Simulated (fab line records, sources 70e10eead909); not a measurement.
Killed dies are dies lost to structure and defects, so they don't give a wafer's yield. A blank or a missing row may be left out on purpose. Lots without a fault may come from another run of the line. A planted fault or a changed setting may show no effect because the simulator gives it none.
Which tool did it? | flow nand_harc | 14 lots, 42 wafers sampled, at 2 steps of a route of 1302

WHAT THE GAUGES READ, wafer by wafer
NHARC_P_ZERO_WELL_CD_MEAS_24: target cd 720 nm.
lot  | measured     | on        | cd_nm (nm)
L990 | day 2 08:20  | cd_sem-03 | 720.9 719.3 720.4
L994 | day 4 00:34  | cd_sem-02 | 717.1 716.9 718.2
L995 | day 4 10:22  | cd_sem-02 | 719.2 720.4 719.5
L996 | day 4 20:37  | cd_sem-01 | 720.0 718.6 719.4
L997 | day 5 06:37  | cd_sem-02 | 718.4 718.9 718.7
L998 | day 5 16:27  | cd_sem-02 | 722.5 723.1 720.7
L999 | day 6 02:28  | cd_sem-03 | 720.5 721.0 720.5
L102 | day 7 08:34  | cd_sem-01 | 718.6 717.1 719.3
L103 | day 7 18:20  | cd_sem-01 | 718.1 720.4 720.0
L104 | day 8 04:35  | cd_sem-01 | 719.0 721.0 721.2
L109 | day 10 07:34 | cd_sem-01 | 716.5 719.4 718.6
L110 | day 10 16:28 | cd_sem-01 | 716.7 716.5 716.5
L111 | day 11 02:36 | cd_sem-03 | 722.0 722.9 721.2
L112 | day 11 12:52 | cd_sem-03 | 718.8 720.7 719.3

WHICH TOOL RAN EACH LOT (tool, then ch and the chambers of the sampled wafers, then the start)
lot  | NHARC_P_ZERO_WELL_ETCH_62
L990 | rie_diel-04 ch 1,2,3, day 2 08:20 or earlier
L994 | rie_diel-03 ch 0,1, day 4 00:34 or earlier
L995 | rie_diel-10 ch 0,1,2, day 4 10:22 or earlier
L996 | rie_diel-10 ch 0,1,2, day 4 20:37 or earlier
L997 | rie_diel-03 ch 0,2,3, day 5 06:37 or earlier
L998 | rie_diel-04 ch 1,2,3, day 5 16:27 or earlier
L999 | rie_diel-03 ch 0,1,3, day 6 02:28 or earlier
L102 | rie_diel-04 ch 0,2,3, day 7 08:34 or earlier
L103 | rie_diel-10 ch 0,1,2, day 7 18:20 or earlier
L104 | rie_diel-10 ch 0,2, day 8 04:35 or earlier
L109 | rie_diel-10 ch 0,2,3, day 10 07:34 or earlier
L110 | rie_diel-04 ch 1,2, day 10 16:28 or earlier
L111 | rie_diel-04 ch 0,3, day 11 02:36 or earlier
L112 | rie_diel-10 ch 0,1,3, day 11 12:52 or earlier
- NHARC_P_ZERO_WELL_ETCH_62: etches the open film in CHF3/Ar, target depth 13 nm, time 6.5 s.

WHAT THE TOOLS THEMSELVES READ (means of the sampled wafers that have a number; where no wafer has one, the mark that the record gives instead)
NHARC_P_ZERO_WELL_ETCH_62.
lot  | tool        | drypump_motor_current_A (A) | oes_product_au (a.u.) | rf_vpp_V (V) | showerhead_plenum_p_Torr (Torr) | throttle_valve_pct (%)
L990 | rie_diel-04 | 6.0                         | 0.966                 | 369.8        | 2.30                            | 20.213
L994 | rie_diel-03 | 5.8                         | 0.969                 | 367.1        | 2.19                            | 20.212
L995 | rie_diel-10 | 6.0                         | 0.971                 | 371.3        | 2.40                            | 20.213
L996 | rie_diel-10 | 6.0                         | 0.954                 | 372.4        | 2.40                            | 20.223
L997 | rie_diel-03 | 6.4                         | 0.957                 | 370.0        | 2.36                            | 20.208
L998 | rie_diel-04 | 6.0                         | 0.969                 | 368.8        | 2.29                            | 20.216
L999 | rie_diel-03 | 5.8                         | 0.974                 | 368.9        | 2.28                            | 20.214
L102 | rie_diel-04 | 5.7                         | 0.973                 | 369.5        | 2.27                            | 20.219
L103 | rie_diel-10 | 6.0                         | 0.976                 | 372.0        | 2.39                            | 20.212
L104 | rie_diel-10 | 6.2                         | 0.974                 | 369.5        | 2.31                            | 20.221
L109 | rie_diel-10 | 5.9                         | 0.935                 | 369.3        | 2.34                            | 20.217
L110 | rie_diel-04 | 6.1                         | 0.966                 | 370.7        | 2.28                            | 20.221
L111 | rie_diel-04 | 5.5                         | 0.976                 | 369.1        | 2.28                            | 20.214
L112 | rie_diel-10 | 5.7                         | 0.939                 | 371.3        | 2.42                            | 20.211

THE ANSWER, worked out from the rows above alone
Rule: what is usual is taken from the lots themselves. Put in order of their means at a reading, lots are off if they are a third of the lots or fewer, leave a main group of 4 or more, and stand apart from it by a gap of 3 or more times the standard deviation of the main group's means; of several such gaps the widest counts. A main group whose means are all the same, to the digits that the tables above print for the reading, isn't used. A lot without any number at a reading at which 4 lots or more have one is off too. The other lots that the step has rows for count as sound. The gauges are gone through in route order, then the tools' own readings, and for those a lot's mean is taken as printed above. The first step at which some lot is off is used, and at that step the reading that is off furthest; a lot without a number counts as furthest.
No lot is off at any reading shown: from this, nothing can be told.

WHAT THE SIMULATOR HAD PUT IN
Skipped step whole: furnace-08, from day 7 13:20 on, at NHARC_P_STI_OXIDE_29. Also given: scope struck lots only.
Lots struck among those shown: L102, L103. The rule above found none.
